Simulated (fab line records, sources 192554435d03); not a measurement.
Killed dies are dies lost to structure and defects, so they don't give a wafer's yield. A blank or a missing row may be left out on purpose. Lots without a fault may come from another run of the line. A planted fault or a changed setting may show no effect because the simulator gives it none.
fab line records | flow n5_finfet
record lots=5 wafers=15 last_day=17
route steps=1938 shown BEOL_M8@1386 BEOL_M9@1401
lots that met no fault: from a run of the same line without faults
start_h: hours from the record's first day to the start of the lot's first wafer shown | wait_h: hours since the lot's step before | " the same as in the row above | L1.1+2: a row that stands for several wafers | - no value, or no start given | * or withheld: withheld | < > ~ a bound
route shown NAME@n: a module of which the file shows steps, and the number in the route of the first | usual: mean/standard deviation of fault-free wafers | same: alike in all rows | chamber/n: place in a boat | sites: the reading at each site | _std_site: their standard deviation | _edge_site: outer sites' mean less inner sites' | radius_mm: how far each site lies from the wafer's centre | mask NAME#n: copy n | behind: the tool/chamber that last shaped the wafer | hold: why the lot was held/for how many hours/how that ended | device: the transistor (n, p or np) that didn't switch | end of line: the same wafers' tests at the end of the route | a step without rows: its recipe alone | killed: dies lost to structure and defects at the first sort, not the wafer's yield | map: a wafer's dies, x killed, . not, _ none there
set.NAME: the setting as run; set.NAME@STEP: as run at that earlier step | model.NAME: the simulator's own value behind a step, which no gauge read
lots at some steps of the route; a table a step, a row a wafer
services: from which hour (start_h, from the record's first day; less than 0 if before it) a tool's chamber was out of use, for how many hours, and why
## steps
# step N5_BEOL_M8_CURE_75
# recipe temp_c=370 time_s=120 ambient=DMADMS/He material=SiCOH_lowk
# usual lamp_power_pct=52.31/0.059 wafer_temp_C_max=371.6/0.55
# columns lot.wafer tool chamber start_h wait_h lamp_power_pct wafer_temp_C_max
L081.1 uv_cure-02 1 236.96 0.0 52.34 370.9
L081.4 " 1 " " 52.31 371.3
L081.6 " 1 " " 52.34 371.1
L082.2 uv_cure-03 2 250.66 0.2 52.25 372.1
L082.3 " 2 " " 52.38 372.4
L082.5 " 2 " " 52.25 371.6
L092.2 uv_cure-01 2 308.02 0.1 52.31 372.4
L092.4 " 2 " " 52.45 372.6
L092.5 " 2 " " 52.24 372.4
L093.1 uv_cure-01 2 316.82 0.0 52.27 371.8
L093.3 " 2 " " 52.36 371.8
L093.5 " 2 " " 52.35 373.0
L096.3 uv_cure-01 0 343.68 0.1 52.29 372.3
L096.4 " 0 " " 52.20 371.2
L096.5 " 0 " " 52.50 371.4
# step N5_BEOL_M8_DEGAS_44
# recipe ambient=vacuum temp_c=250 time_s=60
# usual heater_power_w=321/31
# columns lot.wafer tool chamber start_h wait_h heater_power_w
L081.1 pvd_sputter-03 - 237.66 0.7 297
L081.4 " - " " 354
L081.6 " - " " 258
L082.2 pvd_sputter-02 - 251.23 0.5 364
L082.3 " - " " 334
L082.5 " - " " 318
L092.2 pvd_sputter-02 - 308.67 0.6 329
L092.4 " - " " 362
L092.5 " - " " 337
L093.1 pvd_sputter-01 - 317.39 0.5 338
L093.3 " - " " 284
L093.5 " - " " 351
L096.3 pvd_sputter-03 - 344.09 0.4 330
L096.4 " - " " 255
L096.5 " - " " 326
# step N5_BEOL_M8_PRE_CLEAN_45
# recipe gas=H2/He time_s=30 temp_c=250
# usual heater_power_w=321/32
# columns lot.wafer tool chamber start_h wait_h heater_power_w
L081.1 pvd_sputter-03 - 237.70 0.0 310
L081.4 " - " " 353
L081.6 " - " " 257
L082.2 pvd_sputter-02 - 251.27 0.0 348
L082.3 " - " " 332
L082.5 " - " " 322
L092.2 pvd_sputter-02 - 308.71 0.0 331
L092.4 " - " " 354
L092.5 " - " " 338
L093.1 pvd_sputter-01 - 317.44 0.0 340
L093.3 " - " " 277
L093.5 " - " " 359
L096.3 pvd_sputter-03 - 344.14 0.0 316
L096.4 " - " " 258
L096.5 " - " " 330
# step N5_BEOL_M8_ALD_77
# recipe material=TaN target_thk_a=20 temp_c=275 ald_precursor_family=PDMAT ald_co_reactant=NH3 pressure_torr=3 carrier_flow_sccm=1500 pulse_time_s=2 purge_time_s=3 co_reactant_purge_time_s=2 co_reactant_pulse_time_s=3 ald_cycles=40 precursor_vessel_temp_c=75 precursor_vessel_pressure_torr=26.25 precursor_vessel_carrier_sccm=1000
# usual heater_power_w=430/29
# same pulse_time_s=2
# columns lot.wafer tool chamber start_h wait_h heater_power_w since_wet_clean_h
L081.1 ald_metal-02 3 237.76 0.0 424 1439
L081.4 " 2 " " 435 1439
L081.6 " 2 " " 443 -
L082.2 ald_metal-02 1 251.34 0.1 443 1453
L082.3 " 0 " " 430 1453
L082.5 " 0 " " 438 -
L092.2 ald_metal-02 3 308.77 0.0 419 1510
L092.4 " 0 " " 425 1510
L092.5 " 3 " " 430 -
L093.1 ald_metal-01 3 317.50 0.0 422 3057
L093.3 " 0 " " 412 3057
L093.5 " 3 " " 441 -
L096.3 ald_metal-01 1 344.41 0.2 382 3084
L096.4 " 2 " " 453 3084
L096.5 " 1 " " 388 -
# step N5_BEOL_M8_SURFACE_TREAT_79
# recipe gas=Ar time_s=* ion_energy_ev=* ion_current_ma_cm2=0.5 pressure_mtorr=* ar_flow_sccm=30
# usual throttle_valve_pct=*
# columns lot.wafer tool chamber start_h wait_h throttle_valve_pct
L081.1 pvd_sputter-02 - 238.10 0.2 *
L081.4 " - " " *
L081.6 " - " " *
L082.2 pvd_sputter-02 - 251.65 0.2 *
L082.3 " - " " *
L082.5 " - " " *
L092.2 pvd_sputter-02 - 309.11 0.2 *
L092.4 " - " " *
L092.5 " - " " *
L093.1 pvd_sputter-02 - 317.85 0.2 *
L093.3 " - " " *
L093.5 " - " " *
L096.3 pvd_sputter-02 - 344.72 0.2 *
L096.4 " - " " *
L096.5 " - " " *
# step N5_BEOL_M8_CVD_78
# recipe material=Co target_thk_a=20 temp_c=withheld precursor=CCTBA/H2 pressure_torr=30 time_s=142.3
# columns lot.wafer tool chamber start_h wait_h since_wet_clean_h
L081.1 cvd_co-01 0 238.18 0.1 998
L081.4 " 1 " " -
L081.6 " 2 " " -
L082.2 cvd_co-01 2 251.71 0.0 552
L082.3 " 0 " " 1012
L082.5 " 0 " " -
L092.2 cvd_co-01 1 309.17 0.0 173
L092.4 " 1 " " -
L092.5 " 0 " " -
L093.1 cvd_co-01 2 317.91 0.0 619
L093.3 " 1 " " 181
L093.5 " 1 " " -
L096.3 cvd_co-01 2 344.92 0.2 646
L096.4 " 1 " " -
L096.5 " 0 " " -
# step N5_BEOL_M8_SPUTTER_48
# recipe material=Cu target_thk_a=100 temp_c=-20 bias_v=60 power_w=26000 chamber_pressure_pa=0.13 time_s=1.667
# usual throttle_valve_pct=29.4/1.2
# columns lot.wafer tool chamber start_h wait_h throttle_valve_pct
L081.1 pvd_sputter-02 - 238.34 0.1 29.2
L081.4 " - " " 28.6
L081.6 " - " " 28.9
L082.2 pvd_sputter-01 - 251.85 0.1 30.1
L082.3 " - " " 29.2
L082.5 " - " " 28.0
L092.2 pvd_sputter-02 - 309.37 0.2 29.8
L092.4 " - " " 29.3
L092.5 " - " " 30.1
L093.1 pvd_sputter-02 - 318.03 0.1 30.1
L093.3 " - " " 28.8
L093.5 " - " " 29.5
L096.3 pvd_sputter-02 - 345.16 0.2 29.6
L096.4 " - " " 29.5
L096.5 " - " " 30.1
# step N5_BEOL_M8_ECD_50
# recipe material=Cu target_thk_a=3000
# columns lot.wafer tool chamber start_h wait_h
L081.1+4+6 ecd_cu-02 1 238.45 0.1
L082.2+3+5 ecd_cu-02 1,0,1 251.96 0.1
L092.2+4+5 ecd_cu-01 1,1,0 309.49 0.1
L093.1+3+5 ecd_cu-01 1,1,0 318.15 0.1
L096.3+4+5 ecd_cu-02 1,0,1 345.30 0.1
# step N5_BEOL_M8_ANNEAL_51
# recipe temp_c=225 time_s=90 ambient=N2
# usual anneal_temp_c_max=226.5/0.33 wafer_temp_C_max=225.71/0.22
# columns lot.wafer tool chamber start_h wait_h anneal_temp_c_max wafer_temp_C_max
L081.1 rtp_anneal-02 0 238.63 0.1 225.9 225.97
L081.4 " 0 " " 226.1 225.90
L081.6 " 0 " " 226.4 225.69
L082.2 rtp_anneal-01 0 252.16 0.2 226.4 226.00
L082.3 " 0 " " 226.7 225.60
L082.5 " 0 " " 226.6 225.92
L092.2 rtp_anneal-02 0 309.76 0.2 226.4 225.92
L092.4 " 0 " " 226.5 225.77
L092.5 " 0 " " 226.6 225.98
L093.1 rtp_anneal-02 0 318.44 0.3 226.5 225.92
L093.3 " 0 " " 226.6 225.35
L093.5 " 0 " " 226.1 225.71
L096.3 rtp_anneal-02 0 345.46 0.1 226.4 225.72
L096.4 " 0 " " 225.9 225.80
L096.5 " 0 " " 226.9 226.13
# step N5_BEOL_M8_CMP_52
# recipe stop_on=SiCOH_lowk t_overpolish_s=6.9 down_force_psi=1 platen_rpm=50 clearing_platen_down_force_psi=1.5 clearing_platen_rpm=50 post_cmp_clean=cu_alkaline target_thk_nm=80 clearing_platen_pad_velocity_m_s=0.99484 pad_velocity_m_s=0.99484
# usual barrier_field_endpoint_s=28.9/0.87 motor_current_A=5.8/0.49 overpolish_run_s=6.900/0.0096 slurry_flow_ml_min=150.0/0.45 time_to_endpoint_s=62/3.4
# same t_overpolish_s=6.9
# columns lot.wafer tool chamber start_h wait_h barrier_field_endpoint_s motor_current_A overpolish_run_s slurry_flow_ml_min time_to_endpoint_s
L081.4 cmp-04 0 238.92 0.1 28.6 5.8 6.891 150.6 63
L081.1 " 3 " " 29.1 5.2 6.905 149.8 64
L081.6 " 0 " " 28.4 5.8 6.896 149.8 59
L082.3 cmp-04 1 252.49 0.2 29.3 5.9 6.928 149.9 66
L082.2 " 2 " " 28.2 6.0 6.907 149.7 63
L082.5 " 3 " " 29.4 5.3 6.909 150.1 62
L092.2 cmp-03 1 310.05 0.2 29.3 5.1 6.905 149.7 62
L092.4 " 2 " " 29.6 6.6 6.913 150.1 67
L092.5 " 0 " " 28.8 6.1 6.890 150.6 63
L093.3 cmp-03 1 318.74 0.2 29.7 5.5 6.888 150.7 64
L093.1 " 2 " " 31.0 6.3 6.910 149.8 70
L093.5 " 2 " " 30.5 6.1 6.885 150.2 69
L096.4 cmp-02 1 345.92 0.4 30.1 5.5 6.891 149.5 63
L096.3 " 2 " " 29.0 6.5 6.894 150.1 62
L096.5 " 0 " " 30.4 5.9 6.885 149.5 67
# step N5_BEOL_M8_THK_MEAS_53
# recipe thk_meas_gauge=xrf reads=Cu_of_BEOL_M8_ECD_50
# usual M8_THK=77.8/1.7
# columns lot.wafer tool chamber start_h wait_h M8_THK[nm]
L081.1 film_metro-01 - 239.23 0.1 79.2
L081.4 " - " " 77.8
L081.6 " - " " 78.7
L082.2 film_metro-01 - 252.70 - 77.6
L082.3 " - " " 77.1
L082.5 " - " " 78.2
L092.2 film_metro-01 - 310.31 - 80.0
L092.4 " - " " 79.2
L092.5 " - " " 77.6
L093.1 film_metro-01 - 319.03 - 78.7
L093.3 " - " " 77.6
L093.5 " - " " 79.0
L096.3 film_metro-02 - 346.18 - 78.7
L096.4 " - " " 80.1
L096.5 " - " " 77.1
# step N5_BEOL_M8_PRE_CLEAN_55
# recipe gas=NH3 time_s=15 temp_c=withheld rf_power_w=300
# usual rf_fwd_power_W=294.4/1.6
# columns lot.wafer tool chamber start_h wait_h rf_fwd_power_W since_wet_clean_h
L081.1 pecvd-02 0 239.27 0.0 292.0 943
L081.4 " 2 " " 293.0 -
L081.6 " 1 " " 297.3 -
L082.2 pecvd-02 2 252.74 0.0 293.7 203
L082.3 " 1 " " 296.2 1682
L082.5 " 2 " " 293.6 -
L092.2 pecvd-04 0 310.35 0.0 294.9 1195
L092.4 " 0 " " 294.1 -
L092.5 " 2 " " 294.0 -
L093.1 pecvd-02 0 319.07 0.0 295.8 1023
L093.3 " 2 " " 292.6 269
L093.5 " 1 " " 295.9 -
L096.3 pecvd-02 1 346.21 0.0 295.8 1775
L096.4 " 1 " " 295.0 -
L096.5 " 0 " " 295.0 -
# step N5_BEOL_M8_DEP_56
# recipe material=SiCN target_thk_a=100 temp_c=withheld precursor=3MS/NH3 pressure_torr=3 rf_w=202 time_s=17.5
# usual rf_fwd_power_W=199.3/0.87 showerhead_plenum_p_Torr=3.660/0.0097 throttle_valve_pct=9.1/0.42
# columns lot.wafer tool chamber start_h wait_h rf_fwd_power_W showerhead_plenum_p_Torr since_wet_clean_h throttle_valve_pct
L081.1 pecvd-02 0 239.30 0.0 200.2 3.665 943 9.0
L081.4 " 2 " " 199.3 3.637 - 9.2
L081.6 " 1 " " 201.4 3.661 - 9.0
L082.2 pecvd-02 2 252.77 0.0 198.3 3.653 203 8.9
L082.3 " 1 " " 200.1 3.658 1682 9.0
L082.5 " 2 " " 197.0 3.644 - 8.8
L092.2 pecvd-04 0 310.37 0.0 198.7 3.662 1196 9.1
L092.4 " 0 " " 199.7 3.669 - 8.7
L092.5 " 2 " " 200.2 3.659 - 9.5
L093.1 pecvd-02 0 319.10 0.0 199.8 3.662 1023 8.8
L093.3 " 2 " " 198.7 3.639 269 8.8
L093.5 " 1 " " 199.1 3.663 - 9.0
L096.3 pecvd-02 1 346.24 0.0 199.8 3.658 1775 9.0
L096.4 " 1 " " 200.0 3.670 - 9.1
L096.5 " 0 " " 199.3 3.675 - 8.7
# step N5_BEOL_M8_RS_MEAS_57
# recipe thk_meas_gauge=four-point-probe reads=Cu_of_BEOL_M8_ECD_50+Co_of_BEOL_M8_CVD_78+TaN_of_BEOL_M8_ALD_77
# usual M8_RS=0.286/0.0067
# columns lot.wafer tool chamber start_h wait_h M8_RS[ohm/sq]
L081.1 film_metro-01 - 239.36 0.1 0.280
L081.4 " - " " 0.286
L081.6 " - " " 0.282
L082.2 film_metro-02 - 252.84 0.1 0.284
L082.3 " - " " 0.283
L082.5 " - " " 0.281
L092.2 film_metro-01 - 310.44 0.1 0.278
L092.4 " - " " 0.282
L092.5 " - " " 0.287
L093.1 film_metro-02 - 319.16 0.1 0.281
L093.3 " - " " 0.287
L093.5 " - " " 0.282
L096.3 film_metro-01 - 346.31 0.1 0.284
L096.4 " - " " 0.279
L096.5 " - " " 0.290
# step N5_BEOL_M8_INSPECT_58
# recipe inspect_instrument=darkfield mode=post_dep
# usual raw_defect_count=69/25
# columns lot.wafer tool chamber start_h wait_h raw_defect_count
L081.1 defect_inspect-02 - 239.39 0.0 33
L081.4 " - " " 78
L081.6 " - " " 38
L082.2 defect_inspect-01 - 252.86 0.0 72
L082.3 " - " " 89
L082.5 " - " " 65
L092.2 defect_inspect-01 - 310.47 0.0 119
L092.4 " - " " 50
L092.5 " - " " 97
L093.1 defect_inspect-01 - 319.19 0.0 72
L093.3 " - " " 50
L093.5 " - " " 102
L096.3 defect_inspect-02 - 346.33 0.0 37
L096.4 " - " " 40
L096.5 " - " " 27
# step N5_BEOL_M9_ILD_DEP_00
# recipe material=SiCOH_lowk target_thk_a=3085.1 temp_c=300 precursor=DEMS/porogen pressure_torr=5 rf_w=500 time_s=58
# usual heater_power_w=308/58 rf_fwd_power_W=496.5/1.8 showerhead_plenum_p_Torr=5.741/0.018 throttle_valve_pct=14.2/0.88
# columns lot.wafer tool chamber start_h wait_h heater_power_w rf_fwd_power_W showerhead_plenum_p_Torr since_wet_clean_h throttle_valve_pct
L081.1 pecvd-03 2 239.43 0.0 316 496.5 5.738 523 13.6
L081.4 " 0 " " 262 495.0 5.727 - 15.3
L081.6 " 1 " " 217 500.6 5.779 - 13.1
L082.2 pecvd-02 0 252.90 0.0 382 496.7 5.736 957 13.6
L082.3 " 1 " " 324 497.4 5.749 1682 13.7
L082.5 " 2 " " 388 495.5 5.713 - 13.5
L092.2 pecvd-03 2 310.50 0.0 374 496.9 5.723 594 13.6
L092.4 " 1 " " 207 498.1 5.750 - 12.8
L092.5 " 1 " " 211 498.5 5.748 - 12.8
L093.1 pecvd-02 0 319.23 0.0 393 493.4 5.750 1023 13.8
L093.3 " 2 " " 395 495.8 5.733 269 13.7
L093.5 " 2 " " 315 496.5 5.709 - 13.7
L096.3 pecvd-01 0 346.37 0.0 274 498.9 5.763 869 15.9
L096.4 " 2 " " 274 494.6 5.742 - 14.5
L096.5 " 1 " " 310 499.1 5.725 - 14.0
# step N5_BEOL_M9_CURE_71
# recipe temp_c=385 time_s=240 ambient=He/Ar material=SiCOH_lowk
# usual lamp_power_pct=52.31/0.059 wafer_temp_C_max=386.7/0.52
# columns lot.wafer tool chamber start_h wait_h lamp_power_pct wafer_temp_C_max
L081.1 uv_cure-03 0 239.51 0.0 52.32 386.0
L081.4 " 0 " " 52.40 385.7
L081.6 " 0 " " 52.36 386.7
L082.2 uv_cure-01 0 253.06 0.1 52.38 386.6
L082.3 " 0 " " 52.27 386.2
L082.5 " 0 " " 52.20 386.5
L092.2 uv_cure-02 0 310.78 0.3 52.33 386.4
L092.4 " 0 " " 52.40 386.0
L092.5 " 0 " " 52.34 386.2
L093.1 uv_cure-01 0 319.31 0.0 52.22 386.3
L093.3 " 0 " " 52.33 386.7
L093.5 " 0 " " 52.25 386.5
L096.3 uv_cure-01 1 346.84 0.4 52.41 386.7
L096.4 " 1 " " 52.35 386.4
L096.5 " 1 " " 52.33 386.2
# step N5_BEOL_M9_THK_MEAS_01
# recipe reads=SiCOH_lowk_of_BEOL_M9_ILD_DEP_00
# usual M9_ILD_THK=269/3.4
# columns lot.wafer tool chamber start_h wait_h M9_ILD_THK[nm]
L081.1 film_metro-02 - 240.02 0.4 265
L081.4 " - " " 274
L081.6 " - " " 269
L082.2 film_metro-01 - 253.49 0.4 268
L082.3 " - " " 267
L082.5 " - " " 273
L092.2 film_metro-01 - 311.22 0.4 265
L092.4 " - " " 272
L092.5 " - " " 269
L093.1 film_metro-02 - 319.82 0.4 270
L093.3 " - " " 269
L093.5 " - " " 272
L096.3 film_metro-01 - 347.20 0.3 264
L096.4 " - " " 267
L096.5 " - " " 264
# step N5_BEOL_M9_PECVD_70
# recipe material=SiO2 target_thk_a=200 temp_c=400 precursor=TEOS/O2 pressure_torr=5.5 rf_w=450 teos_flow_sccm=53.8 gas=O2 flow_sccm=3000 time_s=22.7
# usual heater_power_w=718/110 rf_fwd_power_W=445.2/1.7 showerhead_plenum_p_Torr=8.78/0.064 throttle_valve_pct=22.7/1.4
# columns lot.wafer tool chamber start_h wait_h heater_power_w rf_fwd_power_W showerhead_plenum_p_Torr since_wet_clean_h throttle_valve_pct
L081.1 pecvd-03 0 240.06 0.0 625 447.2 8.77 1306 25.5
L081.4 " 2 " " 787 444.5 8.75 - 21.8
L081.6 " 1 " " 537 446.3 8.84 - 20.8
L082.2 pecvd-03 2 253.53 0.0 745 443.9 8.76 537 21.8
L082.3 " 0 " " 572 445.8 8.74 1320 25.2
L082.5 " 0 " " 573 444.4 8.75 - 25.1
L092.2 pecvd-01 2 311.25 0.0 684 449.2 8.84 581 23.4
L092.4 " 0 " " 650 447.4 8.95 - 26.1
L092.5 " 1 " " 715 445.3 8.78 - 22.7
L093.1 pecvd-03 1 319.86 0.0 526 444.4 8.84 2111 21.0
L093.3 " 0 " " 636 445.7 8.76 1386 25.2
L093.5 " 0 " " 634 444.1 8.76 - 25.1
L096.3 pecvd-02 1 347.23 0.0 711 446.0 8.78 1776 22.4
L096.4 " 1 " " 689 445.5 8.77 - 22.5
L096.5 " 0 " " 886 442.9 8.76 - 22.1
# step N5_BEOL_M9_HM_DEP_02
# recipe material=TiN target_thk_a=200 temp_c=25 chamber_pressure_pa=0.49996
# usual throttle_valve_pct=29.5/1.1
# columns lot.wafer tool chamber start_h wait_h throttle_valve_pct
L081.1 pvd_sputter-02 - 241.63 1.6 28.8
L081.4 " - " " 30.0
L081.6 " - " " 29.9
L082.2 pvd_sputter-02 - 254.60 1.1 30.0
L082.3 " - " " 29.5
L082.5 " - " " 29.5
L092.2 pvd_sputter-01 - 313.34 2.1 27.4
L092.4 " - " " 30.4
L092.5 " - " " 29.5
L093.1 pvd_sputter-02 - 320.62 0.7 29.3
L093.3 " - " " 30.2
L093.5 " - " " 29.4
L096.3 pvd_sputter-01 - 348.20 1.0 30.5
L096.4 " - " " 27.6
L096.5 " - " " 28.1
# step N5_BEOL_M9_COAT_59
# recipe resist=SOC temp_c=250 time_s=60 spin_rpm=1500 resist_thk_nm=100
# usual plate_temp_C=250.04/0.2
# columns lot.wafer tool chamber start_h wait_h plate_temp_C
L081.1 litho_track-05 0 241.76 0.1 250.18
L081.4 " 0 " " 250.13
L081.6 " 0 " " 250.11
L082.2 litho_track-04 0 254.72 0.1 250.20
L082.3 " 0 " " 250.10
L082.5 " 0 " " 249.84
L092.2 litho_track-04 0 313.46 0.1 250.04
L092.4 " 0 " " 250.16
L092.5 " 0 " " 250.06
L093.1 litho_track-05 0 320.75 0.1 250.07
L093.3 " 0 " " 249.93
L093.5 " 0 " " 249.83
L096.3 litho_track-05 0 348.33 0.1 249.87
L096.4 " 0 " " 250.01
L096.5 " 0 " " 249.99
# step N5_BEOL_M9_COAT_60
# recipe resist=SiARC temp_c=220 time_s=60 spin_rpm=1500 resist_thk_nm=30
# usual plate_temp_C=219.98/0.16
# columns lot.wafer tool chamber start_h wait_h plate_temp_C
L081.1 litho_track-05 0 - - 219.84
L081.4 " 0 " " 219.94
L081.6 " 0 " " 219.84
L082.2 litho_track-04 0 - - 220.01
L082.3 " 0 " " 219.77
L082.5 " 0 " " 220.06
L092.2 litho_track-04 0 - - 219.85
L092.4 " 0 " " 220.00
L092.5 " 0 " " 219.94
L093.1 litho_track-05 0 - - 219.92
L093.3 " 0 " " 220.04
L093.5 " 0 " " 220.10
L096.3 litho_track-05 0 - - 219.82
L096.4 " 0 " " 219.86
L096.5 " 0 " " 219.84
# step N5_BEOL_M9_COAT_05
# recipe resist=CAR-ArF spin_rpm=1500 resist_thk_nm=90
# columns lot.wafer tool chamber start_h wait_h
L081.1+4+6 litho_track-05 0 - -
L082.2+3+5 litho_track-04 0 - -
L092.2+4+5 litho_track-04 0 - -
L093.1+3+5 litho_track-05 0 - -
L096.3+4+5 litho_track-05 0 - -
# step N5_BEOL_M9_EBR_07
# recipe solvent=PGMEA ebr_width_mm=1.5
# columns lot.wafer tool chamber start_h wait_h
L081.1+4+6 litho_track-05 0 - -
L082.2+3+5 litho_track-04 0 - -
L092.2+4+5 litho_track-04 0 - -
L093.1+3+5 litho_track-05 0 - -
L096.3+4+5 litho_track-05 0 - -
# step N5_BEOL_M9_SOFTBAKE_06
# recipe temp_c=110 time_s=60 resist=CAR-ArF
# usual plate_temp_C=110.01/0.14
# columns lot.wafer tool chamber start_h wait_h plate_temp_C
L081.1 litho_track-05 0 - - 109.99
L081.4 " 0 " " 110.11
L081.6 " 0 " " 110.22
L082.2 litho_track-04 0 - - 110.16
L082.3 " 0 " " 109.90
L082.5 " 0 " " 110.15
L092.2 litho_track-04 0 - - 110.32
L092.4 " 0 " " 110.00
L092.5 " 0 " " 110.08
L093.1 litho_track-05 0 - - 110.00
L093.3 " 0 " " 110.07
L093.5 " 0 " " 110.00
L096.3 litho_track-05 0 - - 109.79
L096.4 " 0 " " 109.77
L096.5 " 0 " " 109.93
# step N5_BEOL_M9_EXPOSE_08
# recipe mask_id=M9 na=1.35 source_shape=dipole sigma_inner=0.411 sigma_outer=0.611 polarization=te dose_mj=53.75
# same dipole_opening_deg=40
# columns lot.wafer tool chamber start_h wait_h mask
L081.1+4+6 arfi_scanner-01 0 242.00 - M9#0
L082.2+3+5 arfi_scanner-03 0 254.97 - M9#0
L092.2+4+5 arfi_scanner-01 0 313.59 - M9#0
L093.1+3+5 arfi_scanner-03 0 320.86 - M9#0
L096.3+4+5 arfi_scanner-03 0 348.58 - M9#0
# step N5_BEOL_M9_PEB_09
# recipe peb_temp_c=withheld peb_time_s=60 resist=CAR-ArF
# columns lot.wafer tool chamber start_h wait_h
L081.1+4+6 litho_track-05 0 242.06 0.1
L082.2+3+5 litho_track-03 0 255.03 0.0
L092.2+4+5 litho_track-03 0 313.64 0.0
L093.1+3+5 litho_track-04 0 320.92 0.1
L096.3+4+5 litho_track-04 0 348.63 0.0
# step N5_BEOL_M9_DEVELOP_10
# recipe develop_time_s=30 developer=TMAH resist=CAR-ArF rinse_liquid=diw dry=air_spin dev_temp_c=23
# columns lot.wafer tool chamber start_h wait_h
L081.1+4+6 litho_track-05 0 - -
L082.2+3+5 litho_track-03 0 - -
L092.2+4+5 litho_track-03 0 - -
L093.1+3+5 litho_track-04 0 - -
L096.3+4+5 litho_track-04 0 - -
# step N5_BEOL_M9_CD_MEAS_11
# recipe target_cd_nm=64.1 landing_energy_ev=500 detector=se_inlens polarity=opening
# usual cd_nm=64.1/0.6
# columns lot.wafer tool chamber start_h wait_h cd_nm
L081.1 cd_sem-02 0 242.13 - 63.8
L081.4 " 0 " " 64.4
L081.6 " 0 " " 63.8
L082.2 cd_sem-01 0 255.10 - 64.1
L082.3 " 0 " " 64.7
L082.5 " 0 " " 63.5
L092.2 cd_sem-03 0 313.71 - 64.3
L092.4 " 0 " " 64.4
L092.5 " 0 " " 63.8
L093.1 cd_sem-01 0 320.99 - 64.1
L093.3 " 0 " " 63.4
L093.5 " 0 " " 63.6
L096.3 cd_sem-02 0 348.70 - 64.5
L096.4 " 0 " " 63.7
L096.5 " 0 " " 63.9
# step N5_BEOL_M9_OVL_MEAS_12
# recipe points_per_wafer=44
# usual M9_OVL=-0.3/0.75
# columns lot.wafer tool chamber start_h wait_h M9_OVL[nm]
L081.1 overlay-02 0 242.16 0.0 0.7
L081.4 " 0 " " -1.0
L081.6 " 0 " " 0.0
L082.2 overlay-01 0 255.12 0.0 -0.1
L082.3 " 0 " " 0.1
L082.5 " 0 " " -1.4
L092.2 overlay-02 0 313.74 0.0 1.7
L092.4 " 0 " " 1.4
L092.5 " 0 " " 1.7
L093.1 overlay-02 0 321.02 0.0 -0.2
L093.3 " 0 " " 0.5
L093.5 " 0 " " -0.5
L096.3 overlay-01 0 348.73 0.0 -0.2
L096.4 " 0 " " 0.4
L096.5 " 0 " " 0.7
# step N5_BEOL_M9_INSPECT_13
# recipe mode=adi inspect_instrument=brightfield
# usual raw_defect_count=400/93
# columns lot.wafer tool chamber start_h wait_h raw_defect_count
L081.1 defect_inspect-01 - 242.18 0.0 285
L081.4 " - " " 448
L081.6 " - " " 472
L082.2 defect_inspect-01 - 255.15 0.0 345
L082.3 " - " " 477
L082.5 " - " " 361
L092.2 defect_inspect-01 - 313.76 0.0 402
L092.4 " - " " 328
L092.5 " - " " 392
L093.1 defect_inspect-01 - 321.05 0.0 320
L093.3 " - " " 327
L093.5 " - " " 499
L096.3 defect_inspect-01 - 348.75 0.0 518
L096.4 " - " " 762
L096.5 " - " " 393
# step N5_BEOL_M9_DESCUM_16
# recipe chemistry=O2 time_s=7.9 source_power_w=50 bias_power_w=20 pressure_mtorr=20 rf_frequency_hz=2.712e+07 temp_c=40 resist=CAR-ArF o2_flow_sccm=225
# usual chamber_pressure_mTorr=20.004/0.027 drypump_motor_current_A=5.6/0.54 oes_product_au=0.82/0.11 rf_fwd_power_W=49.37/0.25 rf_vpp_V=243.0/1.6 showerhead_plenum_p_Torr=2.09/0.081 throttle_valve_pct=20.3/0.31
# columns lot.wafer tool chamber start_h wait_h chamber_pressure_mTorr drypump_motor_current_A oes_product_au rf_fwd_power_W rf_hours_counter_h rf_vpp_V showerhead_plenum_p_Torr throttle_valve_pct
L081.1 rie_diel-04 0 242.40 0.2 20.001 5.1 0.69 49.65 228 241.5 1.98 20.3
L081.4 " 2 " " 20.006 6.3 0.68 49.48 237 243.1 2.07 20.8
L081.6 " 1 " " 19.968 5.0 0.69 49.31 - 242.9 2.00 20.5
L082.2 rie_diel-04 0 255.64 0.5 20.013 5.1 0.68 49.43 232 240.9 1.97 20.3
L082.3 " 1 " " 20.006 5.0 0.70 49.42 189 241.9 2.00 20.5
L082.5 " 1 " " 19.994 5.0 0.69 49.43 - 241.7 2.00 20.5
L092.2 rie_diel-03 0 313.80 0.0 20.003 5.6 0.90 49.19 26 243.4 2.06 20.4
L092.4 " 2 " " 20.233 6.6 0.73 49.26 193 244.0 2.18 20.5
L092.5 " 1 " " 19.989 4.9 0.83 49.08 - 245.0 2.20 20.7
L093.1 rie_diel-03 3 321.08 0.0 20.006 5.4 0.87 49.62 41 244.0 2.05 20.5
L093.3 " 0 " " 20.007 5.7 0.90 49.60 28 242.6 2.06 20.4
L093.5 " 0 " " 20.010 5.7 0.90 49.82 - 243.8 2.06 20.4
L096.3 rie_diel-05 2 348.82 0.1 19.979 5.6 0.92 48.99 23 243.5 2.13 19.8
L096.4 " 0 " " 19.951 5.5 0.81 49.18 100 243.6 2.10 19.9
L096.5 " 1 " " 19.997 5.8 0.89 49.45 - 247.6 2.23 20.1
## services
# columns tool chamber start_h hours kind
pecvd-01 2 217.11 6.5 repair
pecvd-03 0 218.77 14.6 repair
arfi_scanner-03 - 231.78 4.9 pm
pecvd-03 - 232.87 3.7 repair
cmp-04 - 245.69 4.0 pm
pecvd-01 - 252.22 2.3 repair
arfi_scanner-03 - 255.11 1.0 pm
arfi_scanner-03 - 258.22 1.3 pm
arfi_scanner-01 - 261.26 1.0 pm
arfi_scanner-03 - 263.59 1.0 pm
ald_metal-02 - 268.64 1.9 repair
pecvd-04 0 271.90 10.6 repair
pecvd-02 - 278.99 1.1 repair
arfi_scanner-01 - 282.17 1.3 pm
ecd_cu-01 - 285.38 0.4 repair
ecd_cu-01 - 286.87 0.9 repair
arfi_scanner-01 - 288.98 0.8 pm
ald_metal-02 1 290.69 7.6 repair
ecd_cu-01 - 294.30 0.4 repair
arfi_scanner-03 - 317.33 0.2 repair
pvd_sputter-03 - 328.74 2.3 repair
arfi_scanner-03 - 334.24 0.8 pm
cvd_co-01 1 334.55 6.0 repair
pecvd-03 2 346.52 7.2 repair
## key
fault none
